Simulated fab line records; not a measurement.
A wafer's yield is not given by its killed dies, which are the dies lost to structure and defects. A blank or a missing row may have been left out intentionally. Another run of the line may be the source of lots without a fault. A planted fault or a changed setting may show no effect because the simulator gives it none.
Lot-split experiment / flow n5_finfet / route with 1938 steps; 7 lots, 21 wafers read

ABOUT THE SPLIT
At N5_GATE_CUT_DESCUM_18 (chemistry O2, time 7 s), the setting time_s was moved away from the recipe's 7 s on 6 of the 21 wafers read, by -14.0% to +19.2%. The other wafers ran this setting at the recipe's value.

FROM THE SPLIT TO THE READING: what the file shows between them, 1 step
- N5_GATE_CUT_ETCH_28: etches underlayer in N2/H2, target depth 13 nm, time 10.4 s

THE READING
CAR-EUV_of_GATE_CUT_COAT_07.thk_nm (the simulator's own value, which no gauge read), in nm, at N5_GATE_CUT_ETCH_36 (etches SiARC in CF4, target depth 13 nm, time 21.7 s). No usual value for it is given in the file. The 15 wafers here that ran the recipe average 6.9 nm, standard deviation 0.12 nm.

wafer=L075.1; tool, chamber at the split=rie_diel-04, 2; time_s as run, s=7; against the recipe=recipe; CAR-EUV_of_GATE_CUT_COAT_07.thk_nm, nm=7; against lot-mates on the recipe=-
wafer=L075.4; tool, chamber at the split=rie_diel-04, 2; time_s as run, s=7; against the recipe=recipe; CAR-EUV_of_GATE_CUT_COAT_07.thk_nm, nm=7; against lot-mates on the recipe=-
wafer=L075.2; tool, chamber at the split=rie_diel-04, 0; time_s as run, s=7.504; against the recipe=+7.2%; CAR-EUV_of_GATE_CUT_COAT_07.thk_nm, nm=6.6; against lot-mates on the recipe=-0.4
wafer=L081.1; tool, chamber at the split=rie_diel-04, 3; time_s as run, s=7; against the recipe=recipe; CAR-EUV_of_GATE_CUT_COAT_07.thk_nm, nm=7.2; against lot-mates on the recipe=-
wafer=L081.3; tool, chamber at the split=rie_diel-04, 0; time_s as run, s=6.104; against the recipe=-12.8%; CAR-EUV_of_GATE_CUT_COAT_07.thk_nm, nm=7.2; against lot-mates on the recipe=+0.2
wafer=L081.6; tool, chamber at the split=rie_diel-04, 0; time_s as run, s=7; against the recipe=recipe; CAR-EUV_of_GATE_CUT_COAT_07.thk_nm, nm=6.8; against lot-mates on the recipe=-
wafer=L083.2; tool, chamber at the split=rie_diel-05, 3; time_s as run, s=7; against the recipe=recipe; CAR-EUV_of_GATE_CUT_COAT_07.thk_nm, nm=7; against lot-mates on the recipe=-
wafer=L083.5; tool, chamber at the split=rie_diel-05, 2; time_s as run, s=7; against the recipe=recipe; CAR-EUV_of_GATE_CUT_COAT_07.thk_nm, nm=7; against lot-mates on the recipe=-
wafer=L083.6; tool, chamber at the split=rie_diel-05, 3; time_s as run, s=8.238; against the recipe=+17.7%; CAR-EUV_of_GATE_CUT_COAT_07.thk_nm, nm=6.4; against lot-mates on the recipe=-0.6
wafer=L084.1; tool, chamber at the split=rie_diel-02, 1,3; time_s as run, s=7; against the recipe=recipe; CAR-EUV_of_GATE_CUT_COAT_07.thk_nm, nm=6.8; against lot-mates on the recipe=-
wafer=L084.2; tool, chamber at the split=rie_diel-02, 0; time_s as run, s=7; against the recipe=recipe; CAR-EUV_of_GATE_CUT_COAT_07.thk_nm, nm=7; against lot-mates on the recipe=-
wafer=L084.4; tool, chamber at the split=rie_diel-02, 1,3; time_s as run, s=7; against the recipe=recipe; CAR-EUV_of_GATE_CUT_COAT_07.thk_nm, nm=6.8; against lot-mates on the recipe=-
wafer=L085.4; tool, chamber at the split=rie_diel-02, 0; time_s as run, s=7; against the recipe=recipe; CAR-EUV_of_GATE_CUT_COAT_07.thk_nm, nm=7; against lot-mates on the recipe=-
wafer=L085.6; tool, chamber at the split=rie_diel-02, 1,3; time_s as run, s=7; against the recipe=recipe; CAR-EUV_of_GATE_CUT_COAT_07.thk_nm, nm=7; against lot-mates on the recipe=-
wafer=L085.5; tool, chamber at the split=rie_diel-02, 1,3; time_s as run, s=7; against the recipe=recipe; CAR-EUV_of_GATE_CUT_COAT_07.thk_nm, nm=6.8; against lot-mates on the recipe=-
wafer=L089.3; tool, chamber at the split=rie_diel-05, 0,3; time_s as run, s=6.02; against the recipe=-14.0%; CAR-EUV_of_GATE_CUT_COAT_07.thk_nm, nm=7.4; against lot-mates on the recipe=+0.6
wafer=L089.5; tool, chamber at the split=rie_diel-05, 0,3; time_s as run, s=6.02; against the recipe=-14.0%; CAR-EUV_of_GATE_CUT_COAT_07.thk_nm, nm=7.4; against lot-mates on the recipe=+0.6
wafer=L089.4; tool, chamber at the split=rie_diel-05, 2; time_s as run, s=7; against the recipe=recipe; CAR-EUV_of_GATE_CUT_COAT_07.thk_nm, nm=6.8; against lot-mates on the recipe=-
wafer=L091.1; tool, chamber at the split=rie_diel-04, 0; time_s as run, s=7; against the recipe=recipe; CAR-EUV_of_GATE_CUT_COAT_07.thk_nm, nm=6.8; against lot-mates on the recipe=-
wafer=L091.3; tool, chamber at the split=rie_diel-04, 3; time_s as run, s=7; against the recipe=recipe; CAR-EUV_of_GATE_CUT_COAT_07.thk_nm, nm=7; against lot-mates on the recipe=-
wafer=L091.5; tool, chamber at the split=rie_diel-04, 0; time_s as run, s=8.345; against the recipe=+19.2%; CAR-EUV_of_GATE_CUT_COAT_07.thk_nm, nm=6.2; against lot-mates on the recipe=-0.7
Where a row lists several chambers, the file gives one row for several wafers and doesn't say which wafer went through which chamber.

FIT RESULTS
A straight line over all 21 wafers: CAR-EUV_of_GATE_CUT_COAT_07.thk_nm changes by -0.0328 nm for each +1% of time_s; r = -0.92; the points scatter about the line by 0.12 nm.
The same after taking each lot's own level away (the mean of its wafers on the recipe; 21 wafers): -0.0359 nm for each +1%; r = -0.93; scatter 0.12 nm.
Per that fit: largest time_s move, reading shift of 0.69 nm.
Across the lots, their own levels run from 6.80 to 7.00 nm, a range of 1.7 times the standard deviation given above.
Hence the lot-to-lot level has little effect on the slope; both slopes agree.
Check: with one of the wafers moved furthest among these (+19.2%) left out of the fit, the line predicts -0.697 nm for it against its lot-mates. It came out at -0.7 nm against them.

FURTHER SPLITS ON THESE WAFERS
Note: prior to the reading, these wafers also went through further splits. Each is held against what the fit with the lots' levels taken away leaves over:
other split on the same wafers=N5_SD_EPI_N_DEVELOP_08 develop_time_s; wafers away from the commonest value=6; r with CAR-EUV_of_GATE_CUT_COAT_07.thk_nm (lot level and that fit taken away)=-0.13
other split on the same wafers=N5_HKMG_FIN_COAT_41 spin_rpm; wafers away from the commonest value=9; r with CAR-EUV_of_GATE_CUT_COAT_07.thk_nm (lot level and that fit taken away)=+0.22
other split on the same wafers=N5_HKMG_FIN_DESCUM_53 time_s; wafers away from the commonest value=9; r with CAR-EUV_of_GATE_CUT_COAT_07.thk_nm (lot level and that fit taken away)=+0.00

THE WHOLE CHAIN: every reading that the file lists as answering this split, in the file's order
step=N5_GATE_CUT_DESCUM_18; what it does=chemistry O2, time 7 s; reading=CAR-EUV_of_GATE_CUT_COAT_07.thk_nm (the simulator's own value, which no gauge read); change (the file's fit)=-0.0373 nm for each +1% of the setting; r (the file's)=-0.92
step=N5_GATE_CUT_ETCH_28; what it does=etches underlayer in N2/H2, target depth 13 nm, time 10.4 s; reading=CAR-EUV_of_GATE_CUT_COAT_07.thk_nm (the simulator's own value, which no gauge read); change (the file's fit)=-0.0391 nm for each +1% of the setting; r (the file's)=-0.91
step=N5_GATE_CUT_ETCH_36; what it does=etches SiARC in CF4, target depth 13 nm, time 21.7 s; reading=CAR-EUV_of_GATE_CUT_COAT_07.thk_nm (the simulator's own value, which no gauge read); change (the file's fit)=-0.0347 nm for each +1% of the setting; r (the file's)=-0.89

FILE'S OWN FIT
CAR-EUV_of_GATE_CUT_COAT_07.thk_nm changes by -0.0347 nm for each +1% of time_s, r = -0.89.
